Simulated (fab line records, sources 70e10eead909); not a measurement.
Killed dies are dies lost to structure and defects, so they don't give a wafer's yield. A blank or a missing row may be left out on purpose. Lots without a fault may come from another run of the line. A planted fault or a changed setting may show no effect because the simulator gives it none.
Which tool did it? | flow nand_harc | 11 lots, 33 wafers sampled, at 5 steps of a route of 1302

WHAT THE GAUGES READ, wafer by wafer
The record holds no reading of a measuring or inspecting step that can be judged against a usual standard deviation.

WHICH TOOL RAN EACH LOT (tool, then ch and the chambers of the sampled wafers, then the start)
lot  | NHARC_P_M1_ETCH_15                            | NHARC_P_M1_STRIP_18                | NHARC_P_M1_ETCH_28                            | NHARC_P_M1_ECD_22              | NHARC_P_M1_CMP_23
L569 | rie_diel-03 ch 0,2,3, day 6 13:37 or earlier  | rie_diel-13 ch 0,1,2, day 6 13:37  | rie_diel-13 ch 1,3, day 6 14:40 or earlier    | ecd_cu-01 ch 0,1, day 6 14:40  | cmp-01 ch 0,2, day 6 15:19
L570 | rie_diel-06 ch 1,2, day 7 06:16 or earlier    | rie_diel-13 ch 0,2,3, day 7 06:16  | rie_diel-13 ch 0,2,3, day 7 07:16 or earlier  | ecd_cu-02 ch 0,1, day 7 07:16  | cmp-03 ch 0,2,3, day 7 08:02
L571 | rie_diel-13 ch 0,1, day 7 10:50 or earlier    | rie_diel-06 ch 0,2,3, day 7 10:50  | rie_diel-06 ch 1,2, day 7 11:51 or earlier    | ecd_cu-02 ch 0,1, day 7 11:51  | cmp-03 ch 2,3, day 7 12:31
L573 | rie_diel-03 ch 1,2, day 8 03:53 or earlier    | rie_diel-06 ch 0,1,2, day 8 03:53  | rie_diel-06 ch 1,2,3, day 8 04:54 or earlier  | ecd_cu-01 ch 0,1, day 8 04:54  | cmp-03 ch 1,3, day 8 05:37
L576 | rie_diel-06 ch 1,2,3, day 9 14:52 or earlier  | rie_diel-06 ch 0,1,2, day 9 14:52  | rie_diel-06 ch 0,1, day 9 15:58 or earlier    | ecd_cu-02 ch 0,1, day 9 15:58  | cmp-02 ch 0,1,3, day 9 16:37
L578 | rie_diel-06 ch 0,2, day 10 09:14 or earlier   | rie_diel-06 ch 0,2, day 10 09:14   | rie_diel-06 ch 2,3, day 10 10:27 or earlier   | ecd_cu-02 ch 0,1, day 10 10:27 | cmp-01 ch 0,2,3, day 10 11:12
L579 | rie_diel-06 ch 1,2,3, day 10 16:19 or earlier | rie_diel-13 ch 2,3, day 10 16:19   | rie_diel-13 ch 1,2,3, day 10 17:17 or earlier | ecd_cu-02 ch 0,1, day 10 17:17 | cmp-01 ch 2,3, day 10 18:02
L588 | rie_diel-13 ch 1,2,3, day 14 14:20 or earlier | rie_diel-13 ch 0,1,3, day 14 14:20 | rie_diel-13 ch 1,2,3, day 14 15:18 or earlier | ecd_cu-02 ch 0,1, day 14 15:18 | cmp-01 ch 0,2,3, day 14 16:02
L589 | rie_diel-06 ch 0,1, day 15 04:05 or earlier   | rie_diel-13 ch 0,2, day 15 04:05   | rie_diel-13 ch 1,2,3, day 15 05:08 or earlier | ecd_cu-02 ch 0,1, day 15 05:08 | cmp-02 ch 1,2, day 15 05:48
L590 | rie_diel-06 ch 0,1, day 15 12:34 or earlier   | rie_diel-03 ch 1,2,3, day 15 12:34 | rie_diel-03 ch 0,1, day 15 13:37 or earlier   | ecd_cu-01 ch 0,1, day 15 13:37 | cmp-01 ch 0,2,3, day 15 14:26
L591 | rie_diel-06 ch 0,1, day 15 16:43 or earlier   | rie_diel-13 ch 1,3, day 15 16:43   | rie_diel-13 ch 1,2, day 15 17:49 or earlier   | ecd_cu-01 ch 1, day 15 17:49   | cmp-02 ch 0,3, day 15 18:30
- NHARC_P_M1_ETCH_15: etches the open film in C4F8/Ar, target depth 182.5 nm, time 91.2 s.
- NHARC_P_M1_STRIP_18: strips in N2/H2.
- NHARC_P_M1_ETCH_28: etches the open film in CF4/N2, target depth 30 nm, time 72.99 s.
- NHARC_P_M1_ECD_22: material Cu, target thk 400 nm.
- NHARC_P_M1_CMP_23: polishes, t overpolish 20 s, target thk 157.82 nm.

WHAT THE TOOLS THEMSELVES READ (means of the sampled wafers that have a number; where no wafer has one, the mark that the record gives instead)
NHARC_P_M1_ETCH_15. Usual: oes_product_au 0.954 a.u., standard deviation 0.019; rf_vpp_V 439.4 V, standard deviation 2.2.
lot  | tool        | oes_product_au (a.u.) | rf_vpp_V (V) | flag
L569 | rie_diel-03 | 0.979                 | 443.9        |
L570 | rie_diel-06 | 0.960                 | 438.0        |
L571 | rie_diel-13 | 0.950                 | 439.3        |
L573 | rie_diel-03 | 0.945                 | 440.6        |
L576 | rie_diel-06 | 0.962                 | 440.9        |
L578 | rie_diel-06 | 0.964                 | 439.9        |
L579 | rie_diel-06 | 0.916                 | 439.3        |
L588 | rie_diel-13 | 0.947                 | 438.8        |
L589 | rie_diel-06 | 0.955                 | 438.1        |
L590 | rie_diel-06 | 0.963                 | 438.6        |
L591 | rie_diel-06 | 0.961                 | 437.3        |

NHARC_P_M1_STRIP_18. Usual: drypump_motor_current_A 5.7 A, standard deviation 0.48; oes_product_au 0.995 a.u., standard deviation 0.0083; rf_vpp_V 90.5 V, standard deviation 0.86; showerhead_plenum_p_Torr 1.99 Torr, standard deviation 0.062; throttle_valve_pct 14.171 %, standard deviation 0.0095.
lot  | tool        | drypump_motor_current_A (A) | oes_product_au (a.u.) | rf_vpp_V (V) | showerhead_plenum_p_Torr (Torr) | throttle_valve_pct (%) | flag
L569 | rie_diel-13 | 5.7                         | 0.998                 | 90.4         | 1.96                            | 14.176                 |
L570 | rie_diel-13 | 5.7                         | 0.994                 | 90.4         | 1.97                            | 14.166                 |
L571 | rie_diel-06 | 5.9                         | 0.992                 | 90.3         | 2.03                            | 14.177                 |
L573 | rie_diel-06 | 6.1                         | 0.985                 | 89.9         | 1.97                            | 14.172                 |
L576 | rie_diel-06 | 6.1                         | 0.990                 | 90.7         | 1.97                            | 14.163                 |
L578 | rie_diel-06 | 6.2                         | 0.990                 | 91.1         | 2.00                            | 14.178                 |
L579 | rie_diel-13 | 5.5                         | 1.002                 | 90.4         | 1.99                            | 14.167                 |
L588 | rie_diel-13 | 5.3                         | 0.998                 | 90.2         | 1.99                            | 14.177                 |
L589 | rie_diel-13 | 6.0                         | 0.998                 | 89.9         | 1.93                            | 14.165                 |
L590 | rie_diel-03 | 6.2                         | 1.000                 | 91.0         | 2.10                            | 14.173                 |
L591 | rie_diel-13 | 5.1                         | 0.994                 | 90.7         | 2.01                            | 14.171                 |

NHARC_P_M1_ETCH_28. Usual: drypump_motor_current_A 5.7 A, standard deviation 0.47; oes_product_au 0.994 a.u., standard deviation 0.0077; rf_vpp_V 313.2 V, standard deviation 1.6; showerhead_plenum_p_Torr 2.56 Torr, standard deviation 0.074; throttle_valve_pct 19.794 %, standard deviation 0.0089.
lot  | tool        | drypump_motor_current_A (A) | oes_product_au (a.u.) | rf_vpp_V (V) | showerhead_plenum_p_Torr (Torr) | throttle_valve_pct (%) | flag
L569 | rie_diel-13 | 5.1                         | 1.000                 | 313.8        | 2.60                            | 19.805                 |
L570 | rie_diel-13 | 5.7                         | 0.987                 | 313.1        | 2.54                            | 19.792                 |
L571 | rie_diel-06 | 6.0                         | 0.991                 | 313.4        | 2.58                            | 19.796                 |
L573 | rie_diel-06 | 5.8                         | 1.001                 | 312.9        | 2.58                            | 19.802                 |
L576 | rie_diel-06 | 6.2                         | 0.992                 | 312.2        | 2.51                            | 19.794                 |
L578 | rie_diel-06 | 5.8                         | 0.994                 | 313.7        | 2.65                            | 19.795                 |
L579 | rie_diel-13 | 5.4                         | 0.998                 | 313.5        | 2.56                            | 19.801                 |
L588 | rie_diel-13 | 5.4                         | 0.999                 | 312.4        | 2.56                            | 19.803                 |
L589 | rie_diel-13 | 5.4                         | 0.995                 | 313.9        | 2.56                            | 19.786                 |
L590 | rie_diel-03 | 6.2                         | 0.993                 | 314.3        | 2.59                            | 19.792                 |
L591 | rie_diel-13 | 5.4                         | 0.991                 | 314.2        | 2.55                            | 19.798                 |

NHARC_P_M1_CMP_23. Usual: motor_current_A 12.5 A, standard deviation 1.2; pad_life_wafers 200, standard deviation 100; time_to_endpoint_s 28.9 s, standard deviation 2.3.
lot  | tool   | motor_current_A (A) | pad_life_wafers | time_to_endpoint_s (s) | flag
L569 | cmp-01 | 12.3                | 146             | 27.7                   |
L570 | cmp-03 | 12.9                | 314             | 27.7                   |
L571 | cmp-03 | 13.0                | 331             | 27.0                   |
L573 | cmp-03 | 11.6                | 31              | 30.1                   |
L576 | cmp-02 | 11.6                | 272             | 30.8                   |
L578 | cmp-01 | 13.1                | 128             | 31.2                   |
L579 | cmp-01 | 13.2                | 163             | 32.5                   |
L588 | cmp-01 | 12.9                | 157             | 28.7                   |
L589 | cmp-02 | 13.6                | 18              | 30.9                   |
L590 | cmp-01 | 12.6                | 237             | 28.6                   |
L591 | cmp-02 | 11.0                | 78              | 27.8                   |

THE ANSWER, worked out from the rows above alone
Rule: a lot is off if the mean of its wafers that have a number lies more than 3 standard deviations from the usual mean. A lot without any number at a reading at which 4 lots or more have one is off too. The other lots that the step has rows for count as sound. The gauges are gone through in route order, then the tools' own readings, and for those a lot's mean is taken as printed above. The first step at which some lot is off is used, and at that step the reading that is off furthest; a lot without a number counts as furthest.
No lot is off at any reading shown: from this, nothing can be told.

WHAT THE SIMULATOR HAD PUT IN
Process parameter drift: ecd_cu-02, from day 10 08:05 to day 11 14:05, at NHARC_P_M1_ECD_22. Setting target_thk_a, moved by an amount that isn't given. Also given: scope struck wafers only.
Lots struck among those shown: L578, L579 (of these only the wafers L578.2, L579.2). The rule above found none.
